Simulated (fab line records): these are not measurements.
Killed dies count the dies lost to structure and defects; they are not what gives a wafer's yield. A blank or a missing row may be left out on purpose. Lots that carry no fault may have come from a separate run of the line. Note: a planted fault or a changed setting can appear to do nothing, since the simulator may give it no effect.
Problem report in the 8D (eight disciplines) form, filled by code | flow nand-harc | the parts of the form that need people (team, actions taken, sign-off) are left out

1. PROBLEM STATEMENT
Mean of exposure-dose-mJ-cm2 at NHARC_P_STI_EXPOSE_06: 38.97 across 9 wafers in 3 lots; on wafers with no fault it is 37.76 (standard deviation 0.15). Measured from the usual mean, that is +8.1 standard deviations.
The step: exposes mask P STI, target cd 200 nm.
First observed at day 9 11:58: wafer L658.3, on krf-scanner-02. The record holds 39 wafers of 13 lots with a number at this step. Rule for "out" (also "out of limits"): further than 4 standard deviations from the usual mean. Any other wafer with a number is counted as sound.

2. WHAT THIS IS AND IS NOT
question                    | is                     | is not
which readings at this step | exposure-dose-mJ-cm2   | -
which lots                  | L658, L659, L661       | L642, L644, L646, L647, L648, L649, L651, L656, L657, L662
which wafers of those lots  | all that have a number | -
read on which tools         | krf-scanner-02         | krf-scanner-03, krf-scanner-04
when                        | from day 9 11:58       | up to then (27 sound wafers); but 3 sound wafers of L662 came after

3. THE SUSPECTS, EACH WITH WHAT RULES IT OUT
Counting: a tool at any process step up to the reading remains a suspect when it ran all the lots that are out and ran no sound lot after the first of those.
- krf-scanner-02 at NHARC_P_STI_EXPOSE_06 (exposes mask P STI, target cd 200 nm): kept. It processed each lot that is out, first L658 at day 9 11:58, and no sound lot thereafter; up to then, the last sound lot it processed was L656 at day 8 14:58. Its own readings are out on those wafers: exposure-dose-mJ-cm2.
After counting, what remains is krf-scanner-02 at NHARC_P_STI_EXPOSE_06.

4. THE CAUSE (what the simulator had put in)
Process parameter drift: krf-scanner-02, from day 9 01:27 on, at NHARC_P_STI_EXPOSE_06. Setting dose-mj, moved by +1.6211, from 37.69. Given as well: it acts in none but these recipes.
This tool alone remained once counting was done.

5. THE CHAIN OF EFFECTS, in route order
One row per reading whose mean, taken over the struck wafers that have a number, lies over 3 standard deviations from the usual. Only readings for which the record gives a usual standard deviation are gone through. hours: the time from each lot's start at the first step in this table that gives one to its start at this step, as a median over the lots. sigmas: the change in usual standard deviations.
hours | step                  | reading              | usual | on struck wafers | change | sigmas
0     | NHARC_P_STI_EXPOSE_06 | exposure-dose-mJ-cm2 | 37.76 | 38.97            | +1.21  | +8.1
Its process steps:
- NHARC_P_STI_EXPOSE_06: exposes mask P STI, target cd 200 nm.
Later measuring or inspecting steps at which every struck wafer that the step has a row for has a number for every such reading, and none has moved that far: NHARC_END_SORT_01.

6. WHAT WOULD HAVE CAUGHT IT SOONER
In this record the first reading out of limits was taken at day 9 11:58, 11 hours after the fault began at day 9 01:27.
